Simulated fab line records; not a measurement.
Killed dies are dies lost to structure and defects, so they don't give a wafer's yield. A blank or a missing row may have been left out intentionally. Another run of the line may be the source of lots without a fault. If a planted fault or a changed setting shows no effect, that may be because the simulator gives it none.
Chamber matching -- flow n5-finfet -- rie-diel-02 running N5_BEOL_M11_STRIP_36: 4 sister chambers
The step strips in N2/H2. 18 wafers are shown with their chamber, then 9 later ones without.

== WAFERS WITH THEIR CHAMBER ==
wafer,chamber,showerhead-plenum-p-Torr (Torr),throttle-valve-pct (%),drypump-motor-current-A (A)
L074.1,1,2.63,23.74,5.7
L074.2,2,2.51,23.57,5.8
L074.6,3,2.44,24.17,6.5
L075.2,2,2.50,23.60,5.9
L075.3,1,2.62,23.72,5.7
L075.5,3,2.44,24.14,6.5
L079.1,0,2.53,23.98,6.5
L079.3,2,2.50,23.60,5.9
L079.4,1,2.62,23.71,5.7
L081.4,0,2.53,24.02,6.5
L081.5,1,2.62,23.74,5.7
L081.6,0,2.53,24.04,6.5
L080.3,3,2.44,24.16,6.5
L080.4,1,2.62,23.79,5.7
L080.5,0,2.53,24.02,6.6
L085.1,3,2.44,24.18,6.6
L085.2,0,2.53,24.03,6.6
L085.6,0,2.53,24.00,6.6

SIGNATURES (averages over the wafers above)
reading,chamber 0,chamber 1,chamber 2,chamber 3,scatter within a chamber
showerhead-plenum-p-Torr,2.5300,2.6220,2.5033,2.4400,0.00324
throttle-valve-pct,24.0150,23.7400,23.5900,24.1625,0.0233
drypump-motor-current-A,6.550,5.700,5.867,6.525,0.0456
Rule: for a wafer and a chamber, the distance is found by dividing, reading by reading, the gap between the wafer's reading and the chamber's mean by the reading's scatter, squaring, summing and taking the root. The wafer belongs to the nearest chamber; if the next one is less than 2 further off, it can't be placed. The scatter is the square root of a quotient: the sum, over the shown wafers, of each reading's squared deviation from its chamber's mean, divided by wafers minus chambers.

== WAFERS WITHOUT THEIR CHAMBER ==
wafer,showerhead-plenum-p-Torr (Torr),throttle-valve-pct (%),drypump-motor-current-A (A)
L086.2,2.53,24.02,6.5
L086.3,2.62,23.76,5.7
L086.4,2.61,23.77,5.7
L087.2,2.61,23.78,5.7
L087.3,2.43,24.18,6.6
L087.4,2.50,23.39,5.9
L093.1,2.52,24.04,6.5
L093.2,2.60,23.77,5.7
L093.4,2.42,24.24,6.5

== EACH ONE'S CHAMBER ==
wafer,from the rows above,in truth
L086.2,0,0
L086.3,1,1
L086.4,1,1
L087.2,1,1
L087.3,3,3
L087.4,2,2
L093.1,0,0
L093.2,1,1
L093.4,3,3
Placed correctly: 9 of 9. From these rows, 0 cannot be placed. Number placed wrongly: 0.
